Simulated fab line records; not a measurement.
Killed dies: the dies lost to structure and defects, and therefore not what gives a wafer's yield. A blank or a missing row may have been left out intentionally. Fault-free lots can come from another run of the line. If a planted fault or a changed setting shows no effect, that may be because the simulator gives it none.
fab line records	flow nand-harc
[record] lots = 24	wafers = 72	last-day = 34
route steps=1302 shown A_BLC@1124 A_M0@1151
lots that met no fault: taken from a fault-free run of the same line
start-h: start of the lot's first displayed wafer, in hours after the record's first day	wait-h: hours from the lot's prior step to this one	" the same as in the row above	L1.1+2: several wafers, shown together as one row	- value missing, or start not given	* or withheld: withheld	< > ~ a bound
route shown NAME@n: a module of which the file shows steps, and the number in the route of the first	usual: mean/standard deviation taken from wafers without a fault	same: alike in all rows	chamber/n: place in a boat	sites: per-site readings	_std_site: the values' standard deviation	_edge_site: outer sites' mean less inner sites'	radius-mm: for every site, how far away it sits from the centre of the wafer	mask NAME#n: copy n	behind: the last tool/chamber to shape the wafer	hold: reason for holding the lot/hours on hold/outcome of the hold	device: the n, p or np transistor that did not switch	end of line: tests of these same wafers at the route's end	a step given without rows: its recipe and nothing more	killed: not the wafer's yield, but the dies lost to structure and defects at the first sort	map: a wafer's dies, marking killed ones x, the rest . and places with no die _
set.NAME: the run value of the setting; set.NAME@STEP: its run value at that earlier step	model.NAME: the simulator's own value behind a step, which no gauge read
the route's steps for a sample of lots (tables are steps, rows are wafers)
services: from which hour (start-h, from the record's first day; less than 0 if before it) a tool's chamber was out of use, for how many hours, and why
[[steps]]
[step NHARC_A_BLC_CD_MEAS_19]
[usual] cd-nm = 100.2/1.4
lot.wafer	tool	chamber	start-h	wait-h	cd-nm
L076.2	cd-sem-01	-	516.89	-	100.0
L076.3	"	-	"	"	100.2
L076.6	"	-	"	"	100.3
L075.1	cd-sem-03	-	518.09	-	101.8
L075.3	"	-	"	"	103.4
L075.4	"	-	"	"	100.4
L074.2	cd-sem-01	-	530.23	-	100.2
L074.3	"	-	"	"	101.8
L074.4	"	-	"	"	102.5
L077.2	cd-sem-01	-	559.21	-	99.7
L077.3	"	-	"	"	99.7
L077.6	"	-	"	"	98.6
L078.1	cd-sem-02	-	560.55	-	101.1
L078.4	"	-	"	"	100.5
L078.5	"	-	"	"	101.5
L080.3	cd-sem-02	-	562.40	-	99.5
L080.4	"	-	"	"	102.7
L080.5	"	-	"	"	99.4
L079.1	cd-sem-03	-	578.12	-	100.2
L079.4	"	-	"	"	98.6
L079.6	"	-	"	"	98.5
L081.2	cd-sem-01	-	591.65	-	100.0
L081.3	"	-	"	"	100.5
L081.6	"	-	"	"	101.2
L082.1	cd-sem-01	-	610.67	-	102.1
L082.5	"	-	"	"	100.3
L082.6	"	-	"	"	102.4
L083.3	cd-sem-03	-	611.28	-	102.1
L083.4	"	-	"	"	100.9
L083.6	"	-	"	"	98.3
L084.3	cd-sem-01	-	613.86	-	99.4
L084.4	"	-	"	"	99.7
L084.6	"	-	"	"	101.3
L085.3	cd-sem-02	-	628.75	-	98.1
L085.5	"	-	"	"	98.4
L085.6	"	-	"	"	97.0
L086.2	cd-sem-02	-	648.80	-	100.8
L086.4	"	-	"	"	102.3
L086.6	"	-	"	"	99.7
L088.2	cd-sem-02	-	650.35	-	99.0
L088.3	"	-	"	"	97.4
L088.5	"	-	"	"	99.4
L087.2	cd-sem-01	-	650.91	-	99.9
L087.5	"	-	"	"	102.7
L087.6	"	-	"	"	100.8
L089.2	cd-sem-01	-	652.04	-	101.4
L089.3	"	-	"	"	101.5
L089.4	"	-	"	"	102.2
L091.2	cd-sem-03	-	665.61	-	100.7
L091.4	"	-	"	"	98.8
L091.5	"	-	"	"	99.0
L090.1	cd-sem-01	-	670.27	-	100.4
L090.2	"	-	"	"	100.3
L090.3	"	-	"	"	99.3
L092.2	cd-sem-03	-	696.46	-	98.9
L092.4	"	-	"	"	99.3
L092.5	"	-	"	"	101.1
L093.1	cd-sem-02	-	697.18	-	99.3
L093.2	"	-	"	"	102.5
L093.4	"	-	"	"	99.4
L094.1	cd-sem-02	-	721.69	-	101.0
L094.2	"	-	"	"	102.9
L094.4	"	-	"	"	99.9
L095.2	cd-sem-02	-	725.14	-	99.2
L095.4	"	-	"	"	100.1
L095.5	"	-	"	"	100.9
L096.2	cd-sem-03	-	726.08	-	99.5
L096.4	"	-	"	"	103.3
L096.6	"	-	"	"	98.7
L097.2	cd-sem-02	-	755.02	-	99.7
L097.4	"	-	"	"	97.9
L097.6	"	-	"	"	99.7
[step NHARC_A_BLC_STRIP_29]
[recipe] cf4-flow-sccm = 150	ar-flow-sccm = 0	bias-w = 0	chemistry = CF4
[usual] drypump-motor-current-A = 5.6/0.35	oes-product-au = 0.999/0.0079	rf-vpp-V = 59.4/0.97	showerhead-plenum-p-Torr = 1.76/0.084	throttle-valve-pct = 13.284/0.0091
lot.wafer	tool	chamber	start-h	wait-h	drypump-motor-current-A	oes-product-au	rf-hours-counter-h	rf-vpp-V	showerhead-plenum-p-Torr	throttle-valve-pct
L076.2	rie-diel-03	3	516.96	0.1	6.0	0.990	3	60.9	1.85	13.273
L076.3	"	2	"	"	5.9	0.999	3	59.2	1.68	13.288
L076.6	"	0	"	"	4.9	0.997	-	58.4	1.70	13.291
L075.1	rie-diel-03	3	518.16	0.1	6.0	0.992	4	59.0	1.85	13.277
L075.4	"	0	"	"	5.0	0.998	4	60.1	1.70	13.290
L075.3	"	2	"	"	6.0	1.001	3	59.1	1.68	13.283
L074.3	rie-diel-01	1	530.30	0.1	5.4	1.006	12	60.2	1.77	13.286
L074.2	"	2	"	"	5.6	0.985	12	59.5	1.82	13.274
L074.4	"	2	"	"	5.7	0.996	-	60.6	1.82	13.274
L077.2	rie-diel-03	1	559.29	0.1	6.1	0.989	6	58.0	1.65	13.282
L077.3	"	3	"	"	6.0	0.992	6	59.3	1.85	13.291
L077.6	"	0	"	"	4.9	1.011	-	60.5	1.70	13.287
L078.4	rie-diel-03	0	560.64	0.1	4.9	0.999	7	59.6	1.70	13.268
L078.1	"	1	"	"	6.1	0.990	7	58.8	1.65	13.287
L078.5	"	3	"	"	6.0	0.989	-	58.1	1.85	13.280
L080.3	rie-diel-03	1	562.47	0.1	6.2	0.989	7	57.4	1.65	13.288
L080.4	"	2	"	"	6.0	0.992	5	57.0	1.68	13.283
L080.5	"	1	"	"	6.1	0.994	-	58.8	1.65	13.284
L079.4	rie-diel-01	3	578.22	0.1	5.3	0.983	0	59.7	1.65	13.274
L079.1	"	0	"	"	5.6	1.000	0	60.1	1.88	13.296
L079.6	"	1	"	"	5.4	0.991	-	59.4	1.77	13.298
L081.3	rie-diel-01	0	591.73	0.1	5.6	0.997	2	60.0	1.88	13.278
L081.2	"	3	"	"	5.3	1.004	2	58.7	1.65	13.282
L081.6	"	0	"	"	5.6	0.995	-	60.1	1.88	13.292
L082.1	rie-diel-01	2	610.77	0.1	5.6	1.008	4	58.6	1.82	13.281
L082.6	"	0	"	"	5.6	0.999	-	59.4	1.88	13.293
L082.5	"	1	"	"	5.4	1.005	-	60.1	1.77	13.280
L083.3	rie-diel-01	3	611.37	0.1	5.3	1.000	4	59.3	1.65	13.288
L083.4	"	0	"	"	5.6	0.997	4	59.1	1.88	13.274
L083.6	"	1	"	"	5.4	1.005	-	60.7	1.77	13.290
L084.4	rie-diel-05	3	613.94	0.1	5.5	0.998	9	58.9	1.72	13.298
L084.3	"	2	"	"	5.3	1.007	3	60.7	1.81	13.289
L084.6	"	0	"	"	6.2	1.005	-	59.2	1.82	13.290
L085.3	rie-diel-01	3	628.85	0.1	5.3	0.996	6	58.6	1.65	13.274
L085.5	"	0	"	"	5.6	1.000	-	60.5	1.88	13.279
L085.6	"	3	"	"	5.3	1.006	-	58.5	1.65	13.281
L086.2	rie-diel-01	2	648.87	0.1	5.7	1.005	7	60.9	1.82	13.285
L086.4	"	3	"	"	5.3	0.995	7	57.5	1.65	13.284
L086.6	"	2	"	"	5.6	0.997	-	59.3	1.82	13.294
L088.2	rie-diel-01	3	650.43	0.1	5.3	0.996	8	58.1	1.65	13.280
L088.3	"	1	"	"	5.3	1.016	8	60.8	1.77	13.283
L088.5	"	0	"	"	5.6	0.999	-	58.6	1.88	13.289
L087.2	rie-diel-01	1	651.01	0.1	5.4	1.004	8	59.3	1.77	13.274
L087.6	"	2	"	"	5.6	1.014	-	60.9	1.82	13.280
L087.5	"	3	"	"	5.3	0.997	-	57.8	1.65	13.279
L089.3	rie-diel-01	2	652.11	0.1	5.7	1.005	7	57.9	1.82	13.286
L089.4	"	0	"	"	5.6	0.999	9	59.2	1.88	13.285
L089.2	"	1	"	"	5.4	1.005	8	60.5	1.77	13.283
L091.4	rie-diel-05	0	665.69	0.1	6.2	1.009	26	60.2	1.81	13.279
L091.2	"	2	"	"	5.3	1.006	18	59.4	1.80	13.276
L091.5	"	0	"	"	6.2	0.999	-	59.6	1.81	13.275
L090.3	rie-diel-03	0	670.34	0.1	4.9	0.986	2	59.6	1.69	13.283
L090.2	"	1	"	"	6.1	1.008	2	59.5	1.65	13.281
L090.1	"	2	"	"	6.0	0.990	2	58.7	1.68	13.286
L092.2	rie-diel-01	2	696.54	0.1	5.7	1.002	11	59.0	1.82	13.272
L092.4	"	3	"	"	5.3	0.995	11	58.7	1.65	13.289
L092.5	"	2	"	"	5.7	0.995	-	59.4	1.82	13.314
L093.4	rie-diel-01	0	697.26	0.1	5.6	1.001	12	59.1	1.88	13.278
L093.2	"	1	"	"	5.3	1.024	11	59.2	1.77	13.279
L093.1	"	2	"	"	5.6	1.012	11	59.6	1.82	13.302
L094.4	rie-diel-03	2	721.77	0.1	5.9	1.002	4	59.1	1.68	13.291
L094.1	"	3	"	"	6.0	0.995	3	59.7	1.84	13.290
L094.2	"	0	"	"	4.9	0.991	4	59.6	1.69	13.273
L095.4	rie-diel-01	0	725.22	0.1	5.7	0.998	15	59.6	1.88	13.302
L095.2	"	1	"	"	5.3	1.005	14	58.0	1.77	13.291
L095.5	"	3	"	"	5.3	0.999	-	58.1	1.65	13.279
L096.2	rie-diel-01	1	726.18	0.1	5.4	1.003	14	58.6	1.77	13.277
L096.4	"	2	"	"	5.7	1.021	13	59.1	1.82	13.281
L096.6	"	3	"	"	5.3	0.997	-	59.6	1.65	13.285
L097.2	rie-diel-03	0	755.10	0.1	5.0	0.999	7	61.0	1.69	13.284
L097.4	"	1	"	"	6.1	0.988	7	59.8	1.64	13.275
L097.6	"	3	"	"	6.0	0.993	-	60.5	1.84	13.281
[step NHARC_A_BLC_DEGAS_30]
[recipe] temp-c = 300	time-s = 60
[usual] heater-power-w = 456/52
lot.wafer	tool	chamber	start-h	wait-h	heater-power-w
L076.2	pvd-sputter-02	-	517.48	-	380
L076.3	"	-	"	"	503
L076.6	"	-	"	"	378
L075.4	pvd-sputter-01	-	518.69	-	555
L075.3	"	-	"	"	428
L075.1	"	-	"	"	424
L074.4	pvd-sputter-01	-	530.95	-	557
L074.3	"	-	"	"	419
L074.2	"	-	"	"	498
L077.3	pvd-sputter-03	-	559.80	-	451
L077.2	"	-	"	"	449
L077.6	"	-	"	"	433
L078.1	pvd-sputter-02	-	561.17	-	509
L078.4	"	-	"	"	457
L078.5	"	-	"	"	417
L080.3	pvd-sputter-01	-	563.01	-	425
L080.4	"	-	"	"	418
L080.5	"	-	"	"	564
L079.4	pvd-sputter-02	-	578.73	-	521
L079.1	"	-	"	"	421
L079.6	"	-	"	"	470
L081.2	pvd-sputter-01	-	592.25	-	497
L081.3	"	-	"	"	413
L081.6	"	-	"	"	425
L082.1	pvd-sputter-02	-	611.31	-	451
L082.5	"	-	"	"	368
L082.6	"	-	"	"	427
L083.4	pvd-sputter-03	-	611.88	-	441
L083.3	"	-	"	"	456
L083.6	"	-	"	"	450
L084.4	pvd-sputter-01	-	614.47	-	417
L084.3	"	-	"	"	428
L084.6	"	-	"	"	522
L085.3	pvd-sputter-03	-	629.42	-	443
L085.6	"	-	"	"	447
L085.5	"	-	"	"	463
L086.2	pvd-sputter-02	-	649.42	-	427
L086.4	"	-	"	"	527
L086.6	"	-	"	"	349
L088.3	pvd-sputter-03	-	650.95	-	445
L088.2	"	-	"	"	467
L088.5	"	-	"	"	458
L087.2	pvd-sputter-01	-	651.57	-	411
L087.5	"	-	"	"	547
L087.6	"	-	"	"	422
L089.2	pvd-sputter-03	-	652.64	-	447
L089.3	"	-	"	"	421
L089.4	"	-	"	"	448
L091.4	pvd-sputter-01	-	666.21	-	427
L091.2	"	-	"	"	430
L091.5	"	-	"	"	418
L090.2	pvd-sputter-01	-	670.87	-	511
L090.3	"	-	"	"	423
L090.1	"	-	"	"	534
L092.2	pvd-sputter-02	-	697.07	-	521
L092.4	"	-	"	"	484
L092.5	"	-	"	"	405
L093.4	pvd-sputter-02	-	697.78	-	473
L093.1	"	-	"	"	371
L093.2	"	-	"	"	422
L094.2	pvd-sputter-02	-	722.30	-	474
L094.4	"	-	"	"	370
L094.1	"	-	"	"	413
L095.4	pvd-sputter-01	-	725.76	-	518
L095.2	"	-	"	"	430
L095.5	"	-	"	"	544
L096.4	pvd-sputter-02	-	726.68	-	523
L096.2	"	-	"	"	460
L096.6	"	-	"	"	470
L097.4	pvd-sputter-02	-	755.61	-	511
L097.2	"	-	"	"	408
L097.6	"	-	"	"	488
[step NHARC_A_BLC_CMP_25]
[recipe] t-overpolish-s = 30	target-thk-nm = 150
[usual] motor-current-A = 11.0/1.2	overpolish-run-s = 30.000/0.0095	time-to-endpoint-s = 29.2/2.1
[same] t-overpolish-s = 30
lot.wafer	tool	chamber	start-h	wait-h	motor-current-A	overpolish-run-s	time-to-endpoint-s
L076.3	cmp-03	0	518.46	0.2	10.7	30.002	28.0
L076.2	"	3	"	"	10.3	29.980	28.4
L076.6	"	0	"	"	11.1	29.997	26.7
L075.1	cmp-03	3	519.68	0.4	10.0	30.023	28.6
L075.4	"	1	"	"	12.5	30.006	29.6
L075.3	"	2	"	"	10.3	30.005	28.1
L074.3	cmp-03	0	531.98	0.2	11.2	30.004	28.3
L074.4	"	1	"	"	12.7	30.004	28.9
L074.2	"	2	"	"	10.5	29.992	29.6
L077.3	cmp-01	0	560.77	0.2	10.9	29.993	28.4
L077.2	"	1	"	"	10.1	30.011	27.9
L077.6	"	0	"	"	10.9	29.993	29.9
L078.1	cmp-02	0	562.15	0.5	11.6	30.000	35.5
L078.4	"	1	"	"	9.5	29.995	28.6
L078.5	"	3	"	"	13.3	29.990	34.0
L080.4	cmp-03	2	563.98	0.2	10.1	29.983	31.7
L080.3	"	3	"	"	10.0	29.985	31.1
L080.5	"	3	"	"	9.4	29.997	29.1
L079.1	cmp-03	3	579.75	0.5	10.0	30.000	30.8
L079.4	"	0	"	"	10.7	29.986	27.1
L079.6	"	1	"	"	13.1	30.006	30.8
L081.2	cmp-02	1	593.26	0.4	9.5	29.989	32.7
L081.3	"	3	"	"	14.2	29.999	32.6
L081.6	"	0	"	"	11.9	29.986	34.7
L082.1	cmp-03	1	612.28	0.5	12.8	29.999	28.5
L082.6	"	0	"	"	11.6	30.011	25.5
L082.5	"	1	"	"	12.8	30.002	26.7
L083.4	cmp-01	3	612.86	0.2	10.6	30.000	26.8
L083.3	"	1	"	"	10.1	29.988	26.8
L083.6	"	3	"	"	11.3	30.006	27.8
L084.4	cmp-01	2	615.43	0.3	10.9	30.010	26.3
L084.3	"	1	"	"	10.0	29.995	28.5
L084.6	"	2	"	"	10.3	29.997	28.7
L085.3	cmp-03	0	630.45	0.4	10.9	29.993	28.1
L085.5	"	1	"	"	12.5	30.004	29.1
L085.6	"	2	"	"	9.4	29.997	29.5
L086.4	cmp-01	1	650.39	0.3	10.3	30.001	25.9
L086.2	"	3	"	"	10.7	29.990	27.9
L086.6	"	2	"	"	10.7	30.002	25.0
L088.3	cmp-03	0	651.97	0.3	11.1	30.007	28.5
L088.2	"	1	"	"	13.0	30.010	29.6
L088.5	"	0	"	"	11.2	29.992	28.7
L087.2	cmp-02	3	652.60	0.5	14.1	30.002	30.3
L087.5	"	0	"	"	12.4	30.003	29.5
L087.6	"	1	"	"	9.7	29.999	29.6
L089.3	cmp-01	3	653.60	0.2	10.4	29.999	30.3
L089.4	"	0	"	"	10.7	30.009	30.4
L089.2	"	1	"	"	9.9	29.997	27.2
L091.2	cmp-03	0	667.22	0.4	10.8	30.003	31.7
L091.4	"	1	"	"	12.5	29.991	30.1
L091.5	"	3	"	"	10.4	30.018	27.6
L090.1	cmp-01	3	671.83	0.5	10.4	29.988	29.6
L090.2	"	0	"	"	10.9	30.018	32.5
L090.3	"	1	"	"	10.0	30.002	29.8
L092.4	cmp-02	1	698.03	0.3	9.8	30.010	29.5
L092.2	"	2	"	"	11.0	30.003	31.0
L092.5	"	2	"	"	10.6	29.993	30.3
L093.2	cmp-03	3	698.75	0.4	10.6	29.987	27.4
L093.4	"	1	"	"	12.2	30.010	30.0
L093.1	"	2	"	"	10.0	30.005	28.0
L094.1	cmp-01	2	723.27	0.4	10.9	29.998	28.8
L094.2	"	0	"	"	11.0	29.998	28.3
L094.4	"	1	"	"	10.5	30.019	27.8
L095.4	cmp-02	1	726.76	0.4	9.7	29.996	25.9
L095.2	"	2	"	"	11.0	29.997	30.7
L095.5	"	3	"	"	13.3	29.989	31.3
L096.4	cmp-01	0	727.66	0.3	11.1	29.991	32.5
L096.2	"	1	"	"	10.2	29.996	31.3
L096.6	"	0	"	"	10.3	29.985	33.0
L097.2	cmp-02	3	756.63	0.5	14.2	30.022	27.2
L097.4	"	0	"	"	12.0	30.000	29.6
L097.6	"	2	"	"	10.7	30.001	29.5
[step NHARC_A_M0_ETCH_34]
[recipe] target-depth-a = 400	overetch-a = 120	time-s = 43.94	ion-energy-ev = 200	n2-flow-sccm = 150	h2-flow-sccm = 150	ar-flow-sccm = 0	rf-w = 400	bias-w = 150	chemistry = N2/H2
[usual] drypump-motor-current-A = 5.6/0.34	oes-product-au = 1.002/0.008	rf-fwd-power-W = 395.7/1.6	rf-vpp-V = 430.3/2.6	showerhead-plenum-p-Torr = 2.03/0.09	throttle-valve-pct = 14.170/0.0099
lot.wafer	tool	chamber	start-h	wait-h	drypump-motor-current-A	oes-product-au	rf-fwd-power-W	rf-hours-counter-h	rf-vpp-V	showerhead-plenum-p-Torr	throttle-valve-pct
L076.2	rie-diel-08	2	520.05	0.1	5.5	1.001	398.5	6.1	428.3	1.94	14.175
L076.3	"	3	"	"	6.1	1.005	397.6	7.4	429.8	2.05	14.176
L076.6	"	0	"	"	5.8	1.002	395.0	-	434.1	2.17	14.174
L075.3	rie-diel-08	2	521.24	0.1	5.5	1.003	397.3	6.2	427.5	1.94	14.180
L075.4	"	3	"	"	6.1	0.999	395.0	7.4	431.3	2.05	14.174
L075.1	"	0	"	"	5.8	1.000	398.8	7.7	437.1	2.17	14.144
L074.2	rie-diel-11	2	533.58	0.1	5.7	0.995	395.5	4.1	427.5	1.93	14.177
L074.3	"	1	"	"	5.9	1.006	393.3	3.4	434.1	2.20	14.179
L074.4	"	2	"	"	5.7	1.000	396.6	-	428.1	1.93	14.178
L077.3	rie-diel-04	1	562.22	0.1	6.2	1.002	395.5	1.2	429.8	2.01	14.165
L077.2	"	3	"	"	5.2	0.992	392.3	1.2	431.7	2.12	14.171
L077.6	"	1	"	"	6.2	0.993	395.8	-	429.0	2.00	14.157
L078.4	rie-diel-04	3	563.60	0.1	5.1	0.988	395.0	1.3	433.1	2.12	14.155
L078.1	"	0	"	"	5.8	0.996	395.8	1.5	428.4	1.93	14.176
L078.5	"	1	"	"	6.2	0.998	396.0	-	428.9	2.01	14.172
L080.3	rie-diel-08	3	565.55	0.1	6.1	0.992	396.6	1.3	431.8	2.05	14.187
L080.4	"	0	"	"	5.9	1.000	395.6	0.2	434.4	2.17	14.171
L080.5	"	2	"	"	5.5	1.006	398.8	-	428.3	1.94	14.181
L079.1	rie-diel-11	2	581.28	0.1	5.7	0.996	397.9	5.7	428.2	1.93	14.181
L079.4	"	3	"	"	5.1	1.001	394.5	5.6	427.7	1.98	14.160
L079.6	"	1	"	"	5.8	1.004	395.9	-	435.4	2.20	14.168
L081.3	rie-diel-04	2	594.81	0.1	5.6	1.000	398.4	3.1	433.5	2.10	14.166
L081.2	"	3	"	"	5.1	0.990	394.9	3.3	433.8	2.12	14.163
L081.6	"	0	"	"	5.9	1.016	394.8	-	427.5	1.93	14.188
L082.1	rie-diel-08	1	613.71	0.1	5.5	1.000	392.2	1.8	428.6	1.96	14.159
L082.5	"	0	"	"	5.8	1.006	393.5	-	433.2	2.17	14.168
L082.6	"	1	"	"	5.5	1.008	393.6	-	429.4	1.96	14.173
L083.3	rie-diel-08	1	614.33	0.1	5.5	1.003	393.4	1.9	427.9	1.96	14.162
L083.4	"	2	"	"	5.5	1.005	394.9	3.0	426.9	1.94	14.171
L083.6	"	0	"	"	5.9	1.008	395.0	-	434.5	2.17	14.174
L084.4	rie-diel-04	3	616.88	0.1	5.2	0.993	393.9	4.2	432.4	2.12	14.157
L084.3	"	2	"	"	5.6	0.998	395.4	4.5	433.8	2.10	14.187
L084.6	"	3	"	"	5.1	0.990	394.4	-	432.6	2.12	14.183
L085.3	rie-diel-11	0	631.84	0.1	5.3	1.005	394.7	0.1	428.1	1.98	14.158
L085.5	"	3	"	"	5.1	1.006	394.8	-	429.8	1.98	14.177
L085.6	"	0	"	"	5.3	0.999	395.1	-	429.9	1.98	14.182
L086.4	rie-diel-11	3	651.96	0.1	5.1	1.019	395.5	1.7	428.5	1.98	14.174
L086.2	"	2	"	"	5.7	0.997	396.7	1.4	429.9	1.93	14.172
L086.6	"	3	"	"	5.1	1.000	396.3	-	427.7	1.98	14.157
L088.2	rie-diel-08	0	653.54	0.1	5.8	1.007	393.6	5.3	434.0	2.17	14.181
L088.3	"	3	"	"	6.1	1.001	394.8	6.0	431.6	2.05	14.172
L088.5	"	0	"	"	5.9	1.015	393.9	-	435.1	2.17	14.200
L087.2	rie-diel-04	3	654.10	0.1	5.2	0.984	393.7	5.4	433.3	2.12	14.172
L087.5	"	2	"	"	5.7	0.998	397.6	-	432.3	2.10	14.169
L087.6	"	3	"	"	5.2	0.996	394.4	-	432.7	2.12	14.170
L089.2	rie-diel-08	2	655.19	0.1	5.5	1.007	396.4	5.0	427.7	1.94	14.181
L089.3	"	3	"	"	6.1	0.996	396.3	6.1	431.0	2.05	14.172
L089.4	"	0	"	"	5.8	0.989	394.4	5.4	435.2	2.17	14.173
L091.2	rie-diel-11	2	668.77	0.1	5.7	0.995	395.6	1.7	427.6	1.93	14.157
L091.4	"	3	"	"	5.1	1.015	395.3	2.1	428.9	1.98	14.161
L091.5	"	2	"	"	5.7	1.006	396.2	-	426.8	1.93	14.164
L090.3	rie-diel-11	2	673.41	0.1	5.7	0.997	397.8	1.9	427.8	1.93	14.159
L090.1	"	3	"	"	5.1	1.021	395.8	2.3	428.9	1.98	14.166
L090.2	"	1	"	"	5.9	1.008	392.9	2.0	433.8	2.20	14.170
L092.4	rie-diel-04	2	699.60	0.1	5.7	0.993	396.6	8.9	432.5	2.10	14.185
L092.2	"	0	"	"	5.8	0.992	395.9	8.4	428.4	1.93	14.159
L092.5	"	2	"	"	5.7	0.991	397.5	-	432.4	2.10	14.163
L093.1	rie-diel-08	2	700.20	0.1	5.5	1.014	396.5	6.6	425.3	1.93	14.168
L093.4	"	0	"	"	5.8	1.009	395.2	7.8	434.9	2.17	14.182
L093.2	"	1	"	"	5.5	1.005	392.1	5.9	428.6	1.96	14.179
L094.4	rie-diel-04	2	724.84	0.1	5.6	0.982	398.2	0.0	433.3	2.10	14.153
L094.2	"	3	"	"	5.1	0.993	395.6	0.0	432.7	2.12	14.181
L094.1	"	1	"	"	6.2	1.002	395.4	0.0	430.1	2.00	14.164
L095.4	rie-diel-11	0	728.16	0.1	5.3	0.996	393.1	5.8	429.1	1.98	14.161
L095.2	"	3	"	"	5.1	0.997	398.2	5.9	428.2	1.98	14.169
L095.5	"	1	"	"	5.9	1.008	395.8	-	433.9	2.20	14.162
L096.2	rie-diel-11	3	729.23	0.1	5.1	1.017	396.4	5.9	429.3	1.98	14.162
L096.4	"	1	"	"	5.9	1.014	392.2	5.4	433.9	2.20	14.185
L096.6	"	3	"	"	5.1	1.012	394.2	-	429.4	1.98	14.174
L097.4	rie-diel-08	2	758.16	0.1	5.5	1.006	394.4	0.6	428.2	1.93	14.167
L097.2	"	1	"	"	5.5	1.003	391.7	2.4	429.1	1.96	14.172
L097.6	"	3	"	"	6.1	0.992	398.0	-	430.0	2.05	14.156
[step NHARC_A_M0_CD_MEAS_16]
[usual] cd-nm = 80.0/0.64
lot.wafer	tool	chamber	start-h	wait-h	cd-nm
L076.2	cd-sem-01	-	520.26	-	79.3
L076.3	"	-	"	"	80.7
L076.6	"	-	"	"	80.8
L075.1	cd-sem-02	-	521.46	-	81.0
L075.3	"	-	"	"	80.2
L075.4	"	-	"	"	80.0
L074.2	cd-sem-03	-	533.82	-	79.7
L074.3	"	-	"	"	80.5
L074.4	"	-	"	"	80.3
L077.2	cd-sem-01	-	562.44	-	80.2
L077.3	"	-	"	"	80.7
L077.6	"	-	"	"	80.5
L078.1	cd-sem-01	-	563.80	-	80.3
L078.4	"	-	"	"	80.1
L078.5	"	-	"	"	81.4
L080.3	cd-sem-03	-	565.76	-	80.9
L080.4	"	-	"	"	80.4
L080.5	"	-	"	"	80.4
L079.1	cd-sem-02	-	581.49	-	79.7
L079.4	"	-	"	"	79.9
L079.6	"	-	"	"	79.6
L081.2	cd-sem-02	-	595.02	-	79.7
L081.3	"	-	"	"	80.1
L081.6	"	-	"	"	80.2
L082.1	cd-sem-02	-	613.92	-	79.8
L082.5	"	-	"	"	79.9
L082.6	"	-	"	"	80.2
L083.3	cd-sem-03	-	614.55	-	80.3
L083.4	"	-	"	"	80.4
L083.6	"	-	"	"	79.6
L084.3	cd-sem-03	-	617.10	-	80.9
L084.4	"	-	"	"	81.4
L084.6	"	-	"	"	80.0
L085.3	cd-sem-01	-	632.05	-	79.6
L085.5	"	-	"	"	79.2
L085.6	"	-	"	"	78.7
L086.2	cd-sem-03	-	652.18	-	80.6
L086.4	"	-	"	"	80.2
L086.6	"	-	"	"	79.9
L088.2	cd-sem-02	-	653.76	-	79.4
L088.3	"	-	"	"	79.5
L088.5	"	-	"	"	79.5
L087.2	cd-sem-03	-	654.32	-	80.0
L087.5	"	-	"	"	80.2
L087.6	"	-	"	"	80.0
L089.2	cd-sem-01	-	655.41	-	79.1
L089.3	"	-	"	"	79.7
L089.4	"	-	"	"	79.6
L091.2	cd-sem-01	-	668.99	-	79.7
L091.4	"	-	"	"	80.4
L091.5	"	-	"	"	79.4
L090.1	cd-sem-01	-	673.62	-	80.3
L090.2	"	-	"	"	79.4
L090.3	"	-	"	"	79.8
L092.2	cd-sem-01	-	699.82	-	79.6
L092.4	"	-	"	"	78.5
L092.5	"	-	"	"	79.3
L093.1	cd-sem-01	-	700.42	-	79.2
L093.2	"	-	"	"	80.2
L093.4	"	-	"	"	79.0
L094.1	cd-sem-01	-	725.05	-	79.8
L094.2	"	-	"	"	78.9
L094.4	"	-	"	"	79.3
L095.2	cd-sem-03	-	728.38	-	80.4
L095.4	"	-	"	"	80.2
L095.5	"	-	"	"	79.8
L096.2	cd-sem-03	-	729.44	-	80.8
L096.4	"	-	"	"	80.0
L096.6	"	-	"	"	80.1
L097.2	cd-sem-01	-	758.38	-	79.6
L097.4	"	-	"	"	79.5
L097.6	"	-	"	"	80.2
[[services]]
tool	chamber	start-h	hours	kind
pvd-sputter-01	-	493.30	0.9	repair
pvd-sputter-02	-	523.61	13.0	repair
rie-diel-01	3	528.75	8.7	repair
cmp-03	-	540.96	2.4	repair
rie-diel-08	-	545.47	9.0	pm
cmp-03	-	554.17	4.0	pm
rie-diel-01	-	558.03	9.0	pm
pvd-sputter-01	-	564.76	1.7	repair
pvd-sputter-01	-	582.00	10.0	pm
rie-diel-01	1	593.29	3.7	repair
rie-diel-01	0	596.38	3.2	repair
rie-diel-01	2	625.78	8.8	repair
rie-diel-01	-	633.46	0.6	repair
pvd-sputter-02	-	638.00	10.0	pm
pvd-sputter-01	-	638.63	5.7	repair
rie-diel-01	3	643.02	5.4	repair
cmp-03	-	652.17	4.0	pm
rie-diel-01	1	653.91	6.2	repair
rie-diel-01	0	658.90	4.4	repair
pvd-sputter-01	-	660.17	3.7	repair
rie-diel-01	3	718.23	5.9	repair
rie-diel-01	-	735.03	9.0	pm
rie-diel-01	3	745.88	14.0	repair
cmp-03	-	750.17	4.0	pm
[[key]]
fault none
